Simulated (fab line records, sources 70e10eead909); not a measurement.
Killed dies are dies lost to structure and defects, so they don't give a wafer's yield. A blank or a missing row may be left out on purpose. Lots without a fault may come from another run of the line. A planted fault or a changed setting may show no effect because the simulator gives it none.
Problem report in the 8D (eight disciplines) form, filled by code | flow nand_harc | the parts of the form that need people (team, actions taken, sign-off) are left out

1. THE PROBLEM
thk_nm at NHARC_THIN_TSV_THK_MEAS_02 reads a mean of 0 nm on 1 wafer of 1 lot; wafers without a fault read 2913 nm with a standard deviation of 200. That is -15 standard deviations from the usual mean.
The step: measures by ir.
First seen on wafer L725.3, day 21 10:59, on film_metro-01. The record holds 14 wafers of 5 lots with a number at this step. Rule for "out", or "out of limits": more than 4 standard deviations from the usual mean. The other wafers with a number count as sound.

2. WHAT IT IS AND WHAT IT IS NOT
question                    | is                | is not
which readings at this step | thk_nm            | -
which lots                  | L725              | L713, L714, L716, L736
which wafers of those lots  | L725.3            | L725.5
read on which gauges        | film_metro-01     | film_metro-02
when                        | from day 21 10:59 | up to then (10 sound wafers); but 3 sound wafers of L736 came after

3. SUSPECTS, AND WHAT RULES EACH OUT
Counting: a tool at a process step up to the reading stays a suspect if it ran every lot that is out. Sound lots after the first of them don't rule it out here, since some wafers of a struck lot are sound.
- the gauge at NHARC_THIN_TSV_THK_MEAS_02: kept. All the wafers that are out were read on film_metro-01, and no step on other tools shows them out.
- rie_diel-04 at NHARC_HYBRID_BOND_ACTIVATE_00 (chemistry N2, time 60 s): kept. It ran the lot that is out, L725 (day 20 23:35); its last sound lot up to then is L714 (day 18 20:49).
- grinder-01 at NHARC_THIN_TSV_GRIND_00: kept. It ran the lot that is out, L725 (day 21 09:53); its last sound lot up to then is L716 (day 19 11:11).
- cmp-03 at NHARC_THIN_TSV_CMP_01 (polishes): kept. It ran the lot that is out, L725 (day 21 10:45); its last sound lot up to then is L713 (day 19 11:17).
- Within rie_diel-04 at NHARC_HYBRID_BOND_ACTIVATE_00: the wafers that are out ran in chamber 0; their sound lot-mates ran in chamber 3.
Left after counting: rie_diel-04 at NHARC_HYBRID_BOND_ACTIVATE_00, grinder-01 at NHARC_THIN_TSV_GRIND_00, cmp-03 at NHARC_THIN_TSV_CMP_01, film_metro-01 at NHARC_THIN_TSV_THK_MEAS_02.

4. THE CAUSE (what the simulator had put in)
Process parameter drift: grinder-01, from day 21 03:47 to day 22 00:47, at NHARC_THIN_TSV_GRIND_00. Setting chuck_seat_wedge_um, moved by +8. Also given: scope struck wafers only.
Counting left 4 suspects, and this tool is among them.

5. THE CHAIN OF EFFECTS, in route order
Each row: a reading whose mean over the struck wafers that have a number lies more than 3 standard deviations from the usual. Only readings for which the record gives a usual standard deviation are gone through. hours: the time from each lot's start at the first step in this table that gives one to its start at this step, as a median over the lots. sigmas: the change in usual standard deviations.
hours | step                       | reading | usual   | on struck wafers | change | sigmas
0     | NHARC_THIN_TSV_THK_MEAS_02 | thk_nm  | 2913 nm | 0                | -2913  | -15

6. WHAT WOULD HAVE CAUGHT IT SOONER
In this record the first reading out of limits at a measuring or inspecting step was taken at day 21 10:59, 7 hours after the fault began at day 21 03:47.
Of the tool readings at NHARC_THIN_TSV_GRIND_00 for which the record gives a usual standard deviation, none was out on any struck wafer, so an alarm limit of 4 standard deviations on them would not have fired.
All the lots that are out (1) had begun NHARC_THIN_TSV_GRIND_00 on grinder-01 by day 21 10:59. A hold on the tool at that time would have spared none of them.
